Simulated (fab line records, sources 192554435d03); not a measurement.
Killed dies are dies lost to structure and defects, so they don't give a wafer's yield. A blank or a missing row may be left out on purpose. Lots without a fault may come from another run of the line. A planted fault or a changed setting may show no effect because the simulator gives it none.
Chamber matching | flow n5_finfet | N5_BEOL_M2_PRE_CLEAN_60 on cvd_co-01: 3 sister chambers
The step time 15 s. 6 wafers are shown with their chamber, then 11 later ones without.

WAFERS WITH THEIR CHAMBER
wafer  | chamber | heater_power_w (W)
L080.1 | 1       | 56
L084.5 | 0       | 65
L088.1 | 0       | 66
L088.2 | 2       | 81
L088.4 | 1       | 55
L089.1 | 2       | 81

WAFERS WITHOUT THEIR CHAMBER
wafer  | heater_power_w (W)
L089.4 | 79
L089.6 | 67
L093.1 | 56
L093.5 | 79
L093.6 | 65
L094.2 | 81
L094.3 | 65
L094.5 | 68
L096.2 | 65
L096.3 | 54
L096.4 | 79

WHICH CHAMBER EACH WENT THROUGH
wafer  | from the rows above | in truth
L089.4 | 2                   | 2
L089.6 | 0                   | 0
L093.1 | 1                   | 1
L093.5 | 2                   | 2
L093.6 | 0                   | 0
L094.2 | 2                   | 2
L094.3 | 0                   | 0
L094.5 | 0                   | 0
L096.2 | 0                   | 0
L096.3 | 1                   | 1
L096.4 | 2                   | 2
Placed correctly: 11 of 11. Can't be placed from these rows: 0. Placed wrongly: 0.
How it was worked out, from the rows above alone: a wafer's distance from a chamber is the root of the sum, over the readings, of the square of ((its reading less the chamber's mean) divided by the reading's scatter). The wafer belongs to the nearest chamber; if the next one is less than 2 further off, it can't be placed. A chamber's mean is the mean of its shown wafers. The scatter: the root of (the sum of the squares of (reading less its chamber's mean) over the shown wafers, divided by (wafers less chambers)).
